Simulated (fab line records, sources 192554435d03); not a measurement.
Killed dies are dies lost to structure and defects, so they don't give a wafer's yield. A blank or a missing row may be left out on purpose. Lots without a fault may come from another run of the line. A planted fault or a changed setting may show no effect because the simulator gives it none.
A struck lot beside a sound one | flow n5_finfet | 16 steps out of a route of 1938
Sound: wafers L893.1, L893.2, L893.3. Struck: wafers L900.1, L900.2, L900.6. The cause comes at the end.
At each step with rows: each side's tool, then ch and its chambers, then its first start. Under that, the readings that differ: sound wafers | struck wafers | difference of the means | sigmas: that difference in standard deviations of wafers without a fault.
alike: readings whose means differ by less than 2 such deviations, and words and numbers that are the same on both sides. not compared: withheld readings, readings that some wafer has no value for, bounds like >300 that may hide the same value, and numbers for which the record gives no deviation and whose values overlap.
The two part at a step that has a row with sigmas, a row that says differs or no value, or rows on one side only. Numbers that don't overlap but have no deviation are shown without sigmas and don't part them. A reading that every wafer of one side lacks parts them only if that side has two wafers or more.

first, 1 step without rows for these wafers: N5_BEOL_M2_DEGAS_44 (time 60 s).
N5_BEOL_M2_PRE_CLEAN_45: time 30 s.
  sound on pvd_sputter-02, day 7 06:05; struck on pvd_sputter-02, day 8 20:05
  alike: heater_power_w
N5_BEOL_M2_ALD_84: deposits TaN, pulse time 2 s, purge time 3 s, co reactant purge time 2 s.
  sound on ald_metal-01 ch 0,2,3, day 7 06:14; struck on ald_metal-01 ch 1,2, day 8 20:10
  alike: heater_power_w, precursor_vessel_pressure_torr, precursor_vessel_temp_c
then, 5 steps without rows for these wafers: N5_BEOL_M2_SURFACE_TREAT_85; N5_BEOL_M2_CVD_47 (deposits Co from CCTBA/H2, target thk 3 nm, time 223.8 s); N5_BEOL_M2_SPUTTER_48 (material Cu, target thk 4.5 nm, time 8.29 s); N5_BEOL_M2_ANNEAL_49 (time 240 s); N5_BEOL_M2_SPUTTER_79 (material Cu, target thk 4.5 nm, time 8.29 s).
N5_BEOL_M2_ANNEAL_80: time 240 s.
  sound on pvd_sputter-01, day 7 07:16; struck on pvd_sputter-01, day 8 21:02
  alike: heater_power_w, susceptor_temp_C
then, 2 steps without rows for these wafers: N5_BEOL_M2_SPUTTER_81 (material Cu, target thk 4.5 nm, time 8.29 s); N5_BEOL_M2_ANNEAL_82 (time 240 s).
N5_BEOL_M2_SPUTTER_86: material Cu, target thk 4.5 nm, time 8.29 s.
  sound on pvd_sputter-01, day 7 07:38; struck on pvd_sputter-01, day 8 21:23
  alike: throttle_valve_pct
N5_BEOL_M2_ANNEAL_87: time 240 s.
  sound on pvd_sputter-01, day 7 07:43; struck on pvd_sputter-01, day 8 21:28
  no value came back on the struck wafers for heater_power_w (W), susceptor_temp_C (C), time_s (s); on the sound wafers heater_power_w (W) reads 834 866 925
N5_BEOL_M2_SPUTTER_88: material Cu, target thk 4.5 nm, time 8.29 s.
  sound on pvd_sputter-01, day 7 07:51; struck on pvd_sputter-01, day 8 21:37
  alike: throttle_valve_pct
N5_BEOL_M4_RC_MEAS_101:
  sound on prober-01 ch 0, day 8 22:22; struck on prober-02 ch 0, day 10 08:08
  alike: DIBL_N, DIBL_P, IOFF_N, IOFF_P, ION_N, ION_P, SS_N, SS_P, VT_N, VT_P
-- the record jumps here: 5 days lie between the struck wafers' starts before and after (it left off in module BEOL_M4 and takes up again in module PASSIVATION, whose first step shown is number 1936 of the route) --
N5_PASSIVATION_PROBE_49:
  sound on prober-01, day 12 23:56; struck on prober-01, day 14 20:40
  reading               | sound       | struck      | difference | sigmas
  killed_short          | 34 50 49    | 31 29 23    | -17        | -2
  sort_bin_6_memory (%) | 4.4 3.7 4.6 | 2.5 3.7 2.7 | -1.3       | -2
  alike: defect_limited_yield, killed_at_M0_to_M3, killed_at_M4_up, killed_at_contacts, killed_at_front_end, killed_at_other, killed_dies, killed_open, sort_bin_5_function, sort_n_pass, sort_yield_pct

WHERE THEY PART
First at N5_BEOL_M2_ANNEAL_87; last, within this record, at N5_PASSIVATION_PROBE_49.

WHY: what the simulator had put in
Skipped step whole: pvd_sputter-01, from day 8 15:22 on, at N5_BEOL_M2_ANNEAL_87. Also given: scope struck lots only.
